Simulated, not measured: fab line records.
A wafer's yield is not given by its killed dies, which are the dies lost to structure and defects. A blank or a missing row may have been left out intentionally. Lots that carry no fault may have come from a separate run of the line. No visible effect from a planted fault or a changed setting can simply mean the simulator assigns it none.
The tool behind it: which one? -- flow nand harc -- 42 wafers from 15 lots sampled at 6 of the route's 1159 steps

== WHAT EACH GAUGE READ, for each wafer ==
NHARC_A_ONON_D1_THK_MEAS_14: measures by ellipsometry.
lot,measured,on,thk nm (nm)
L632,day 8 02:41,film metro-01,993 995 996
L633,day 8 02:43,film metro-02,1007 1009 1005
L634,day 8 02:47,film metro-02,994 997 995
L635,day 8 12:41,film metro-01,1011 1010 1012
L636,day 8 19:19,film metro-02,992 992 994
L639,day 9 10:16,film metro-02,997 995 997
L640,day 10 00:47,film metro-02,985 986 986
L642,day 10 20:50,film metro-01,986 987
L645,day 10 20:56,film metro-01,1001 1003
L644,day 11 11:52,film metro-02,997 996
L648,day 12 04:05,film metro-02,985 984 985
L649,day 12 04:19,film metro-01,994 995 994
L651,day 12 11:15,film metro-01,998 997 996
L653,day 12 20:38,film metro-01,1004 1003 1002
L654,day 13 15:31,film metro-02,1019 1019 1022

NHARC_A_ONON_D1_THK_MEAS_30: measures by ellipsometry.
lot,measured,on,thk nm (nm)
L632,day 8 12:16,film metro-01,1013 1012 1014
L633,day 8 12:28,film metro-02,1007 1007 1007
L634,day 8 12:08,film metro-02,999 997 997
L635,day 8 22:07,film metro-02,996 996 996
L636,day 9 05:05,film metro-01,1005 1007 1008
L639,day 9 20:39,film metro-02,990 992 990
L640,day 10 11:34,film metro-01,996 998 997
L642,day 11 06:35,film metro-01,1011 629
L645,day 11 06:14,film metro-01,633 633
L644,day 11 21:15,film metro-02,1005 623
L648,day 12 15:59,film metro-01,1005 1003 1006
L649,day 12 16:01,film metro-02,989 987 986
L651,day 12 22:52,film metro-01,1009 1008 1008
L653,day 13 05:59,film metro-02,997 996 996
L654,day 14 00:53,film metro-02,1005 1005 1005

NHARC_A_CHANNEL_HOLE_D1_INSPECT_12.
lot,measured,on,raw defect count
L632,day 8 17:44,defect inspect-02,0 4 8
L633,day 8 18:35,defect inspect-01,6 6 9
L634,day 8 17:15,defect inspect-02,2 1 5
L635,day 9 02:01,defect inspect-01,3 7 8
L636,day 9 08:39,defect inspect-02,2 5 2
L639,day 10 00:52,defect inspect-02,4 2 4
L640,day 10 16:21,defect inspect-01,1 3 5
L642,day 11 11:15,defect inspect-01,6
L644,day 12 00:32,defect inspect-02,11
L648,day 12 19:19,defect inspect-01,4 2 8
L649,day 12 19:28,defect inspect-02,10 3 2
L651,day 13 02:09,defect inspect-02,4 8 2
L653,day 13 10:22,defect inspect-02,4 7 3
L654,day 14 04:48,defect inspect-01,3 5 4

NHARC_END_SORT_01.
lot,measured,on,killed at array,killed at other,killed at periphery,killed dies,killed open,killed short
L644,day 26 03:54,prober-01,33 672,5 1,4 4,42 677,5 2,4 0

== TOOL THAT RAN EACH LOT (tool first, then ch and the chambers of the sampled wafers, then the start) ==
lot,NHARC_A_ONON_D1_DEP_28,NHARC_A_CHANNEL_HOLE_D1_ETCH_34
L632,"pecvd onon-03 ch 0, day 8 11:49","rie diel-10 ch 0,1,3, no start"
L633,"pecvd onon-04 ch 0, day 8 11:58","rie diel-12 ch 1,2,3, no start"
L634,"pecvd onon-02 ch 0, day 8 11:38","rie diel-01 ch 0,1,2, no start"
L635,"pecvd onon-03 ch 0, day 8 21:37","rie diel-12 ch 0,1,2, no start"
L636,"pecvd onon-02 ch 0, day 9 04:44","rie diel-10 ch 0,1, no start"
L639,"pecvd onon-04 ch 0, day 9 20:11","rie diel-10 ch 1,3, no start"
L640,"pecvd onon-04 ch 0, day 10 11:10","rie diel-01 ch 1,2, no start"
L642,"pecvd onon-03 ch 0, day 11 06:15","rie diel-01 ch 1, no start"
L645,"pecvd onon-03 ch 0, day 11 05:57",-
L644,"pecvd onon-03 ch 0, day 11 20:55","rie diel-01 ch 2, day 26 03:54 or earlier"
L648,"pecvd onon-04 ch 0, day 12 15:29","rie diel-01 ch 0,2,3, no start"
L649,"pecvd onon-02 ch 0, day 12 15:34","rie diel-12 ch 0,1, no start"
L651,"pecvd onon-04 ch 0, day 12 22:22","rie diel-12 ch 1,2,3, no start"
L653,"pecvd onon-04 ch 0, day 13 05:32","rie diel-01 ch 2,3, no start"
L654,"pecvd onon-04 ch 0, day 14 00:30","rie diel-12 ch 0,2, no start"
- NHARC_A_ONON_D1_DEP_28: target thk 1000 nm.
- NHARC_A_CHANNEL_HOLE_D1_ETCH_34: etches the open film in CF4/CHF3, target depth 154 nm, time 77 s.

== AS READ BY THE TOOLS THEMSELVES (means over the sampled wafers that have a number; for cases with no such wafer, the mark the record gives instead) ==
NHARC_A_ONON_D1_DEP_28.
lot,tool,susceptor temp C (C)
L632,pecvd onon-03,400.29
L633,pecvd onon-04,399.78
L634,pecvd onon-02,399.79
L635,pecvd onon-03,399.98
L636,pecvd onon-02,399.68
L639,pecvd onon-04,400.00
L640,pecvd onon-04,399.80
L642,pecvd onon-03,400.02
L645,pecvd onon-03,399.91
L644,pecvd onon-03,400.50
L648,pecvd onon-04,399.62
L649,pecvd onon-02,399.89
L651,pecvd onon-04,399.99
L653,pecvd onon-04,399.81
L654,pecvd onon-04,400.10

NHARC_A_CHANNEL_HOLE_D1_ETCH_34.
lot,tool,cf4 flow sccm (sccm),drypump motor current A (A),oes product au (a.u.),rf vpp V (V),showerhead plenum p Torr (Torr),throttle valve pct (%)
L632,rie diel-10,99.8,6.0,0.970,371.1,1.58,16.810
L633,rie diel-12,100.2,5.4,0.916,370.5,1.57,16.805
L634,rie diel-01,99.8,5.7,0.962,370.2,1.56,16.804
L635,rie diel-12,99.9,5.5,0.919,371.0,1.59,16.801
L636,rie diel-10,100.2,5.8,0.966,373.3,1.62,16.805
L639,rie diel-10,99.8,6.1,0.959,369.2,1.54,16.799
L640,rie diel-01,99.9,5.5,0.931,370.5,1.57,16.797
L642,rie diel-01,100.0,5.2,0.929,368.2,1.48,16.801
L644,rie diel-01,99.4,5.7,0.980,371.3,1.61,16.806
L648,rie diel-01,100.3,5.8,0.951,371.7,1.60,16.804
L649,rie diel-12,100.0,5.6,0.932,370.0,1.53,16.795
L651,rie diel-12,100.2,5.4,0.967,370.7,1.56,16.801
L653,rie diel-01,99.9,5.6,0.932,372.4,1.62,16.802
L654,rie diel-12,100.1,5.3,0.971,372.5,1.62,16.806

== THE ANSWER, worked out from the rows above alone ==
Rule: the lots themselves supply what counts as usual. The widest of any qualifying gaps counts: lots, ordered by their means at a reading, are off when they make up no more than a third of the lots, leave a main group of 4 or more, and stand apart from it by 3 or more times the standard deviation of that group's means. A main group is skipped when, at the precision printed for the reading in the tables above, its means are all equal. Also off: a lot with no number at a reading for which 4 or more lots have one. The other lots that the step has rows for count as sound. Order of review: gauges by route order, followed by the tools' own readings, for which a lot's mean as printed above is used. The first step at which some lot is off is used, and at that step the reading that is off furthest; a lot without a number counts as furthest.
Off: L642, L645, L644 (NHARC_A_ONON_D1_THK_MEAS_30, thk nm). For the main group the mean is 1001 nm and the standard deviation 7.4.
If a tool, at a process step before that reading, ran all the lots that are off and no sound lot after the first of them, it fits. Those tools and the gauges at NHARC_A_ONON_D1_THK_MEAS_30 are tried in the same way. One fits: NHARC_A_ONON_D1_DEP_28 on pecvd onon-03. A fault onset in the window from L635 (day 8 21:37, its last sound lot) to L645 (day 11 05:57, its first lot off) fits.

== WHAT WAS PUT IN BY THE SIMULATOR ==
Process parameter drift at NHARC_A_ONON_D1_DEP_28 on pecvd onon-03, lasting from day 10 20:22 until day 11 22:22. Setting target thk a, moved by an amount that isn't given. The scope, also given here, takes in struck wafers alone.
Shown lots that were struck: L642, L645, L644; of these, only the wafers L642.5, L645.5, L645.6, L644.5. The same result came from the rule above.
